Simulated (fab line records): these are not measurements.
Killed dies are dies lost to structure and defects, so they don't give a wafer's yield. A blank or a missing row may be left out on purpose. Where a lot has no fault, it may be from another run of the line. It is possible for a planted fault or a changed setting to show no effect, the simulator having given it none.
Matching of chambers / flow n5 finfet / N5_MOL_CONTACT_COAG_STRIP_96 on rie diel-05 has 4 sister chambers
The step strips in N2/H2. 8 wafers are shown with their chamber, then 10 later ones without.

WAFERS PAIRED WITH THEIR CHAMBERS
wafer=L074.6; chamber=2; drypump motor current A (A)=5.2; throttle valve pct (%)=19.6
wafer=L081.4; chamber=1; drypump motor current A (A)=5.6; throttle valve pct (%)=18.6
wafer=L082.6; chamber=3; drypump motor current A (A)=6.5; throttle valve pct (%)=18.9
wafer=L091.2; chamber=0; drypump motor current A (A)=5.4; throttle valve pct (%)=19.7
wafer=L091.3; chamber=2; drypump motor current A (A)=5.2; throttle valve pct (%)=19.7
wafer=L091.6; chamber=1; drypump motor current A (A)=5.7; throttle valve pct (%)=18.6
wafer=L092.2; chamber=0; drypump motor current A (A)=5.4; throttle valve pct (%)=19.7
wafer=L092.3; chamber=3; drypump motor current A (A)=6.5; throttle valve pct (%)=18.6

WAFERS WITHOUT THEIR CHAMBER
wafer=L092.4; drypump motor current A (A)=5.2; throttle valve pct (%)=19.7
wafer=L094.1; drypump motor current A (A)=6.5; throttle valve pct (%)=18.6
wafer=L094.2; drypump motor current A (A)=5.4; throttle valve pct (%)=19.7
wafer=L094.3; drypump motor current A (A)=5.2; throttle valve pct (%)=19.7
wafer=L094.4; drypump motor current A (A)=5.6; throttle valve pct (%)=18.6
wafer=L094.5; drypump motor current A (A)=5.6; throttle valve pct (%)=18.6
wafer=L094.6; drypump motor current A (A)=5.4; throttle valve pct (%)=19.7
wafer=L097.2; drypump motor current A (A)=5.4; throttle valve pct (%)=19.7
wafer=L097.4; drypump motor current A (A)=6.5; throttle valve pct (%)=18.6
wafer=L097.5; drypump motor current A (A)=5.6; throttle valve pct (%)=18.6

EACH ONE'S CHAMBER
wafer=L092.4; from the rows above=2; in truth=2
wafer=L094.1; from the rows above=3; in truth=3
wafer=L094.2; from the rows above=0; in truth=0
wafer=L094.3; from the rows above=2; in truth=2
wafer=L094.4; from the rows above=1; in truth=1
wafer=L094.5; from the rows above=1; in truth=1
wafer=L094.6; from the rows above=0; in truth=0
wafer=L097.2; from the rows above=0; in truth=0
wafer=L097.4; from the rows above=3; in truth=3
wafer=L097.5; from the rows above=1; in truth=1
Correct placement for 10 of the 10. Left unplaced by these rows: 0. 0 placed wrongly.
How it was worked out, from the rows above alone: a wafer's distance from a chamber is the root of the sum, over the readings, of the square of ((its reading less the chamber's mean) divided by the reading's scatter). If the next closest chamber is less than 2 further off than the closest, the wafer can't be placed; otherwise it belongs to the closest. For every chamber, the mean is computed from those of its wafers that are shown. The scatter is the square root of a quotient: the sum, over the shown wafers, of each reading's squared deviation from its chamber's mean, divided by wafers minus chambers.
